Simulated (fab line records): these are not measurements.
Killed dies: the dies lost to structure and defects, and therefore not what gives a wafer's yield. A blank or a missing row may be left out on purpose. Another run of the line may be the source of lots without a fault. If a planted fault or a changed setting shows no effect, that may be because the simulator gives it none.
Chamber matching + flow n5 finfet + 4 sister chambers for N5_BEOL_M10_ETCH_61 on rie diel-02
The step etches SiARC in CF4, target depth 39 nm, time 65 s. 4 wafers are shown with their chamber, then 12 later ones without.

WAFERS, EACH WITH ITS CHAMBER
| wafer  | chamber | showerhead plenum p Torr (Torr) |
|--------|---------|---------------------------------|
| L078.3 | 2       | 2.14                            |
| L088.1 | 0       | 2.17                            |
| L088.2 | 1       | 2.20                            |
| L088.4 | 3       | 2.23                            |

WAFERS WITHOUT THEIR CHAMBER
| wafer  | showerhead plenum p Torr (Torr) |
|--------|---------------------------------|
| L091.1 | 2.13                            |
| L091.3 | 2.23                            |
| L091.4 | 2.20                            |
| L092.2 | 2.23                            |
| L092.4 | 2.17                            |
| L092.6 | 2.17                            |
| L093.1 | 2.17                            |
| L093.5 | 2.13                            |
| L093.6 | 2.23                            |
| L096.2 | 2.17                            |
| L096.3 | 2.22                            |
| L096.4 | 2.20                            |

CHAMBER TAKEN BY EACH
| wafer  | from the rows above | in truth |
|--------|---------------------|----------|
| L091.1 | 2                   | 2        |
| L091.3 | 3                   | 3        |
| L091.4 | 1                   | 1        |
| L092.2 | 3                   | 3        |
| L092.4 | 0                   | 0        |
| L092.6 | 0                   | 0        |
| L093.1 | 0                   | 0        |
| L093.5 | 2                   | 2        |
| L093.6 | 3                   | 3        |
| L096.2 | 0                   | 0        |
| L096.3 | 3                   | 3        |
| L096.4 | 1                   | 1        |
Correct placement for 12 of the 12. From these rows, 0 cannot be placed. 0 placed wrongly.
How it was worked out, from the rows above alone: a wafer's distance from a chamber is the root of the sum, over the readings, of the square of ((its reading less the chamber's mean) divided by the reading's scatter). The wafer belongs to the nearest chamber; if the next one is less than 2 further off, it can't be placed. The mean given for a chamber averages the wafers shown for that chamber. The scatter: with one shown wafer a chamber, the root of the mean of the squares of how far each hidden wafer lies from its nearest shown one.
